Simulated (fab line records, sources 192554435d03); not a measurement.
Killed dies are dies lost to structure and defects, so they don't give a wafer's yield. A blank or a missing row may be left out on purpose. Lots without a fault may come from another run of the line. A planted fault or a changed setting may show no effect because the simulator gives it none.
Which tool did it? | flow n5_finfet | 7 lots, 21 wafers sampled, at 5 steps of a route of 1938

WHAT THE GAUGES READ, wafer by wafer
N5_BEOL_M0_SAQP_THK_MEAS_05.
lot  | measured     | on            | thk_nm (nm)
L678 | day 5 22:46  | film_metro-01 | 58.6 60.6 60.4
L680 | day 6 08:58  | film_metro-01 | 59.9 59.9 61.2
L681 | day 7 00:24  | film_metro-02 | 59.2 59.3 60.1
L685 | day 7 19:46  | film_metro-02 | 59.9 61.1 60.4
L691 | day 9 06:08  | film_metro-01 | 59.9 60.0 59.9
L695 | day 10 03:05 | film_metro-02 | 23.3 23.1 23.7
L699 | day 11 04:34 | film_metro-01 | 60.0 59.3 59.5

WHICH TOOL RAN EACH LOT (tool, then ch and the chambers of the sampled wafers, then the start)
lot  | N5_MOL_CONTACT_COAG_ETCHBACK_136  | N5_MOL_CONTACT_COAG_CVD_140   | N5_BEOL_M0_SAQP_PECVD_00        | N5_BEOL_M0_SAQP_PECVD_04
L678 | rie_diel-04 ch 1,2, day 5 17:11   | cvd_w-01 ch 1, day 5 17:42    | pecvd-01 ch 0,1,2, day 5 21:42  | pecvd-01 ch 1,2, day 5 22:40
L680 | rie_diel-03 ch 0,2,3, day 6 03:11 | cvd_w-02 ch 0,1, day 6 03:42  | pecvd-04 ch 0,1,2, day 6 08:22  | pecvd-01 ch 0,2, day 6 08:52
L681 | rie_diel-04 ch 1,2, day 6 14:41   | cvd_w-02 ch 0,1, day 6 15:13  | pecvd-04 ch 0,1,2, day 6 20:17  | pecvd-01 ch 1,2, day 7 00:17
L685 | rie_diel-04 ch 1,3, day 7 11:22   | cvd_w-02 ch 1, day 7 12:00    | pecvd-04 ch 0,1, day 7 17:55    | pecvd-02 ch 0,1, day 7 19:41
L691 | rie_diel-03 ch 1,2,3, day 8 21:50 | cvd_w-01 ch 0,1, day 8 22:21  | pecvd-01 ch 0,1,2, day 9 05:17  | pecvd-01 ch 0,1,2, day 9 06:03
L695 | rie_diel-05 ch 0,1,2, day 9 19:41 | cvd_w-01 ch 0,1, day 9 20:12  | pecvd-04 ch 0,2, day 10 02:40   | pecvd-01 ch 0,1,2, day 10 02:59
L699 | rie_diel-03 ch 0,2, day 10 22:04  | cvd_w-01 ch 0,1, day 10 22:35 | pecvd-02 ch 0,1,2, day 11 02:35 | pecvd-04 ch 0,1,2, day 11 04:28
- N5_MOL_CONTACT_COAG_ETCHBACK_136: etches SiO2 in CHF3, target depth 25 nm, time 16.7 s.
- N5_MOL_CONTACT_COAG_CVD_140: deposits W, target thk 66.5 nm, time 215 s.
- N5_BEOL_M0_SAQP_PECVD_00: deposits SiCN from 3MS/NH3, target thk 8 nm, time 14 s.
- N5_BEOL_M0_SAQP_PECVD_04: deposits a-Si from SiH4/He, target thk 60 nm, time 60.2 s.

THE ANSWER, worked out from the rows above alone
Rule: what is usual is taken from the lots themselves. Put in order of their means at a reading, lots are off if they are a third of the lots or fewer, leave a main group of 4 or more, and stand apart from it by a gap of 3 or more times the standard deviation of the main group's means; of several such gaps the widest counts. A main group whose means are all the same, to the digits that the tables above print for the reading, isn't used. A lot without any number at a reading at which 4 lots or more have one is off too. The other lots that the step has rows for count as sound.
Off: L695, at N5_BEOL_M0_SAQP_THK_MEAS_05 (thk_nm). The main group: mean 60.0 nm, standard deviation 0.35.
A tool fits if, at a process step before that reading, it ran every lot that is off, and no sound lot after the first of them. The gauges at N5_BEOL_M0_SAQP_THK_MEAS_05 are tried like those tools. Can't be told from this: 4 tools fit, rie_diel-05 at N5_MOL_CONTACT_COAG_ETCHBACK_136, pecvd-04 at N5_BEOL_M0_SAQP_PECVD_00, pecvd-01 at N5_BEOL_M0_SAQP_PECVD_04, film_metro-02 at N5_BEOL_M0_SAQP_THK_MEAS_05.

WHAT THE SIMULATOR HAD PUT IN
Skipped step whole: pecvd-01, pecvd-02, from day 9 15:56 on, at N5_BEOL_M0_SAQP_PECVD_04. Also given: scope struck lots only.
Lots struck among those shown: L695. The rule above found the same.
